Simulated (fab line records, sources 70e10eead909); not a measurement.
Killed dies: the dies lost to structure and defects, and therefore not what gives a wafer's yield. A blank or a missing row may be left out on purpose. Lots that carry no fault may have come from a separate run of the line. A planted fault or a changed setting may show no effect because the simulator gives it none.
Chamber matching    flow nandHarc    rieDiel-01 running NHARC_THIN_TSV_DESCUM_14: 4 sister chambers
The step chemistry O2, time 3 s. 8 wafers are shown with their chamber, then 9 later ones without.

== EACH WAFER AND ITS CHAMBER ==
wafer   chamber  drypumpMotorCurrentA (A)  oesProductAu (a.u.)
L084.5  1        5.9                       0.980
L083.6  2        5.7                       0.991
L083.1  1        5.9                       0.981
L083.3  0        6.0                       1.001
L083.5  3        6.0                       0.993
L087.3  3        6.0                       1.002
L087.4  2        5.6                       0.998
L087.6  0        6.0                       0.998

== WAFERS MISSING THEIR CHAMBER ==
wafer   drypumpMotorCurrentA (A)  oesProductAu (a.u.)
L090.1  5.9                       0.991
L090.5  5.7                       0.989
L090.6  6.0                       1.000
L094.1  6.0                       0.990
L094.2  5.6                       1.003
L094.4  6.0                       0.981
L095.2  5.9                       0.988
L095.3  5.9                       0.988
L095.6  5.9                       0.980

== WHICH CHAMBER EACH ONE RAN IN ==
wafer    from the rows above            in truth
L090.1   can't be placed: 1 or 3 or 0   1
L090.5   2                              2
L090.6   can't be placed: 0 or 3        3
L094.1   can't be placed: 3 or 0 or 1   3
L094.2   2                              2
L094.4   can't be placed: 1 or 3 or 0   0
L095.2   can't be placed: 1 or 3        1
L095.3   can't be placed: 1 or 3        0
L095.6   1                              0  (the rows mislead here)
Placed correctly: 2 of 9. Not placeable from these rows: 6 (in 5, the candidates include the true chamber). 1 placed wrongly.
How it was worked out, from the rows above alone: a wafer's distance from a chamber is the root of the sum, over the readings, of the square of ((its reading less the chamber's mean) divided by the reading's scatter). The wafer belongs to the nearest chamber; if the next one is less than 2 further off, it can't be placed. The mean given for a chamber averages the wafers shown for that chamber. How the scatter is found: for the shown wafers, subtract from each reading the mean of its chamber, square and add these, divide the total by (wafers less chambers), then take the root.
